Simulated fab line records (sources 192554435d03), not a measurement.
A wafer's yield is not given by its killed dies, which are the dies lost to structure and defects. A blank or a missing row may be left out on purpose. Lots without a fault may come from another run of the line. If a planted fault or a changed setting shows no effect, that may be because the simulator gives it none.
Split-lot experiment / flow n5_finfet / route with 1938 steps; 7 lots, 39 wafers read

## ABOUT THE SPLIT
At N5_PASSIVATION_PECVD_53 (deposits SiO2 from TEOS/O2, target thk 800 nm, time 169.4 s), the setting time_s was moved away from the recipe's 169.4 s on 15 of the 39 wafers read, by -45.9% to +21.7%. This setting was run at the recipe's value on the other wafers.

The split's own step is where the reading is taken.

## THE READING
SiO2_of_PASSIVATION_PECVD_53.thk_nm (the simulator's own value, which no gauge read), in nm, at N5_PASSIVATION_PECVD_53 (deposits SiO2 from TEOS/O2, target thk 800 nm, time 169.4 s). There is no usual value for it anywhere in the file. The 24 wafers here that ran the recipe average 803.9 nm, standard deviation 13 nm.

wafer=L074.1; tool, chamber at the split=pecvd-03, 0; time_s as run, s=91.6; against the recipe=-45.9%; SiO2_of_PASSIVATION_PECVD_53.thk_nm, nm=441; against lot-mates on the recipe=-371.1
wafer=L074.2; tool, chamber at the split=pecvd-03, 2; time_s as run, s=169.4; against the recipe=recipe; SiO2_of_PASSIVATION_PECVD_53.thk_nm, nm=803.2; against lot-mates on the recipe=-
wafer=L074.3; tool, chamber at the split=pecvd-03, 1; time_s as run, s=91.6; against the recipe=-45.9%; SiO2_of_PASSIVATION_PECVD_53.thk_nm, nm=429; against lot-mates on the recipe=-383.1
wafer=L074.4; tool, chamber at the split=pecvd-03, 2; time_s as run, s=169.4; against the recipe=recipe; SiO2_of_PASSIVATION_PECVD_53.thk_nm, nm=811.4; against lot-mates on the recipe=-
wafer=L074.5; tool, chamber at the split=pecvd-03, 1; time_s as run, s=91.6; against the recipe=-45.9%; SiO2_of_PASSIVATION_PECVD_53.thk_nm, nm=432.2; against lot-mates on the recipe=-379.9
wafer=L074.6; tool, chamber at the split=pecvd-03, 0; time_s as run, s=169.4; against the recipe=recipe; SiO2_of_PASSIVATION_PECVD_53.thk_nm, nm=821.8; against lot-mates on the recipe=-
wafer=L079.3; tool, chamber at the split=pecvd-04, 0; time_s as run, s=169.4; against the recipe=recipe; SiO2_of_PASSIVATION_PECVD_53.thk_nm, nm=784.4; against lot-mates on the recipe=-
wafer=L079.5; tool, chamber at the split=pecvd-04, 2; time_s as run, s=169.4; against the recipe=recipe; SiO2_of_PASSIVATION_PECVD_53.thk_nm, nm=804.8; against lot-mates on the recipe=-
wafer=L079.6; tool, chamber at the split=pecvd-04, 1; time_s as run, s=169.4; against the recipe=recipe; SiO2_of_PASSIVATION_PECVD_53.thk_nm, nm=811; against lot-mates on the recipe=-
wafer=L082.1; tool, chamber at the split=pecvd-03, 1; time_s as run, s=169.4; against the recipe=recipe; SiO2_of_PASSIVATION_PECVD_53.thk_nm, nm=780.4; against lot-mates on the recipe=-
wafer=L082.2; tool, chamber at the split=pecvd-03, 2; time_s as run, s=169.4; against the recipe=recipe; SiO2_of_PASSIVATION_PECVD_53.thk_nm, nm=801; against lot-mates on the recipe=-
wafer=L082.3; tool, chamber at the split=pecvd-03, 0; time_s as run, s=169.4; against the recipe=recipe; SiO2_of_PASSIVATION_PECVD_53.thk_nm, nm=811.6; against lot-mates on the recipe=-
wafer=L082.4; tool, chamber at the split=pecvd-03, 0; time_s as run, s=169.4; against the recipe=recipe; SiO2_of_PASSIVATION_PECVD_53.thk_nm, nm=809.6; against lot-mates on the recipe=-
wafer=L082.5; tool, chamber at the split=pecvd-03, 1; time_s as run, s=169.4; against the recipe=recipe; SiO2_of_PASSIVATION_PECVD_53.thk_nm, nm=809.2; against lot-mates on the recipe=-
wafer=L082.6; tool, chamber at the split=pecvd-03, 2; time_s as run, s=169.4; against the recipe=recipe; SiO2_of_PASSIVATION_PECVD_53.thk_nm, nm=824; against lot-mates on the recipe=-
wafer=L085.1; tool, chamber at the split=pecvd-04, 0; time_s as run, s=109.7; against the recipe=-35.2%; SiO2_of_PASSIVATION_PECVD_53.thk_nm, nm=507.4; against lot-mates on the recipe=-292.3
wafer=L085.2; tool, chamber at the split=pecvd-04, 2; time_s as run, s=169.4; against the recipe=recipe; SiO2_of_PASSIVATION_PECVD_53.thk_nm, nm=793.6; against lot-mates on the recipe=-
wafer=L085.3; tool, chamber at the split=pecvd-04, 1; time_s as run, s=109.7; against the recipe=-35.2%; SiO2_of_PASSIVATION_PECVD_53.thk_nm, nm=526; against lot-mates on the recipe=-273.7
wafer=L085.4; tool, chamber at the split=pecvd-04, 1; time_s as run, s=109.7; against the recipe=-35.2%; SiO2_of_PASSIVATION_PECVD_53.thk_nm, nm=526.6; against lot-mates on the recipe=-273.1
wafer=L085.5; tool, chamber at the split=pecvd-04, 2; time_s as run, s=169.4; against the recipe=recipe; SiO2_of_PASSIVATION_PECVD_53.thk_nm, nm=807.2; against lot-mates on the recipe=-
wafer=L085.6; tool, chamber at the split=pecvd-04, 0; time_s as run, s=169.4; against the recipe=recipe; SiO2_of_PASSIVATION_PECVD_53.thk_nm, nm=798.2; against lot-mates on the recipe=-
wafer=L084.1; tool, chamber at the split=pecvd-04, 1; time_s as run, s=206.2; against the recipe=+21.7%; SiO2_of_PASSIVATION_PECVD_53.thk_nm, nm=968.8; against lot-mates on the recipe=+177.6
wafer=L084.2; tool, chamber at the split=pecvd-04, 0; time_s as run, s=169.4; against the recipe=recipe; SiO2_of_PASSIVATION_PECVD_53.thk_nm, nm=773.6; against lot-mates on the recipe=-
wafer=L084.3; tool, chamber at the split=pecvd-04, 2; time_s as run, s=169.4; against the recipe=recipe; SiO2_of_PASSIVATION_PECVD_53.thk_nm, nm=795; against lot-mates on the recipe=-
wafer=L084.4; tool, chamber at the split=pecvd-04, 2; time_s as run, s=206.2; against the recipe=+21.7%; SiO2_of_PASSIVATION_PECVD_53.thk_nm, nm=980.2; against lot-mates on the recipe=+189.0
wafer=L084.5; tool, chamber at the split=pecvd-04, 0; time_s as run, s=206.2; against the recipe=+21.7%; SiO2_of_PASSIVATION_PECVD_53.thk_nm, nm=963.4; against lot-mates on the recipe=+172.2
wafer=L084.6; tool, chamber at the split=pecvd-04, 1; time_s as run, s=169.4; against the recipe=recipe; SiO2_of_PASSIVATION_PECVD_53.thk_nm, nm=805; against lot-mates on the recipe=-
wafer=L089.1; tool, chamber at the split=pecvd-04, 2; time_s as run, s=169.4; against the recipe=recipe; SiO2_of_PASSIVATION_PECVD_53.thk_nm, nm=790.4; against lot-mates on the recipe=-
wafer=L089.2; tool, chamber at the split=pecvd-04, 0; time_s as run, s=115.5; against the recipe=-31.8%; SiO2_of_PASSIVATION_PECVD_53.thk_nm, nm=533.2; against lot-mates on the recipe=-263.1
wafer=L089.3; tool, chamber at the split=pecvd-04, 1; time_s as run, s=115.5; against the recipe=-31.8%; SiO2_of_PASSIVATION_PECVD_53.thk_nm, nm=550.4; against lot-mates on the recipe=-245.9
wafer=L089.4; tool, chamber at the split=pecvd-04, 2; time_s as run, s=115.5; against the recipe=-31.8%; SiO2_of_PASSIVATION_PECVD_53.thk_nm, nm=553.4; against lot-mates on the recipe=-242.9
wafer=L089.5; tool, chamber at the split=pecvd-04, 0; time_s as run, s=169.4; against the recipe=recipe; SiO2_of_PASSIVATION_PECVD_53.thk_nm, nm=791.2; against lot-mates on the recipe=-
wafer=L089.6; tool, chamber at the split=pecvd-04, 1; time_s as run, s=169.4; against the recipe=recipe; SiO2_of_PASSIVATION_PECVD_53.thk_nm, nm=807.2; against lot-mates on the recipe=-
wafer=L094.1; tool, chamber at the split=pecvd-03, 2; time_s as run, s=95.32; against the recipe=-43.7%; SiO2_of_PASSIVATION_PECVD_53.thk_nm, nm=470; against lot-mates on the recipe=-349.9
wafer=L094.2; tool, chamber at the split=pecvd-03, 0; time_s as run, s=95.32; against the recipe=-43.7%; SiO2_of_PASSIVATION_PECVD_53.thk_nm, nm=460; against lot-mates on the recipe=-359.9
wafer=L094.3; tool, chamber at the split=pecvd-03, 2; time_s as run, s=169.4; against the recipe=recipe; SiO2_of_PASSIVATION_PECVD_53.thk_nm, nm=813.2; against lot-mates on the recipe=-
wafer=L094.4; tool, chamber at the split=pecvd-03, 0; time_s as run, s=95.32; against the recipe=-43.7%; SiO2_of_PASSIVATION_PECVD_53.thk_nm, nm=467.8; against lot-mates on the recipe=-352.1
wafer=L094.5; tool, chamber at the split=pecvd-03, 0; time_s as run, s=169.4; against the recipe=recipe; SiO2_of_PASSIVATION_PECVD_53.thk_nm, nm=820.8; against lot-mates on the recipe=-
wafer=L094.6; tool, chamber at the split=pecvd-03, 2; time_s as run, s=169.4; against the recipe=recipe; SiO2_of_PASSIVATION_PECVD_53.thk_nm, nm=825.6; against lot-mates on the recipe=-

THE FIT
A straight line over all 39 wafers: SiO2_of_PASSIVATION_PECVD_53.thk_nm changes by +7.92 nm for each +1% of time_s; r = +1.00; the points scatter about the line by 12 nm.
The same after taking each lot's own level away (the mean of its wafers on the recipe; 39 wafers): +8.1 nm for each +1%; r = +1.00; scatter 9.9 nm.
Per that fit: largest time_s move, reading shift of 3.7e+02 nm.
Measured against the standard deviation above, the lots' own levels, which go from 791.20 to 819.87 nm, span 2.2 times it.
Hence the lot-to-lot level has little effect on the slope; both slopes agree.
Check: with one of the wafers moved furthest among these (-45.9%) left out of the fit, the line predicts -371 nm for it against its lot-mates. It came out at -371 nm against them.

## THESE WAFERS: OTHER SPLITS
These wafers also went through other splits before the reading. Each is held against what the fit with the lots' levels taken away leaves over:
other split on the same wafers=N5_BEOL_M15_TRENCH_ETCH_34 time_s; wafers away from the commonest value=15; r with SiO2_of_PASSIVATION_PECVD_53.thk_nm (lot level and that fit taken away)=-0.03

## THE FILE'S OWN FIT
SiO2_of_PASSIVATION_PECVD_53.thk_nm changes by +8.09 nm for each +1% of time_s, r = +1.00.
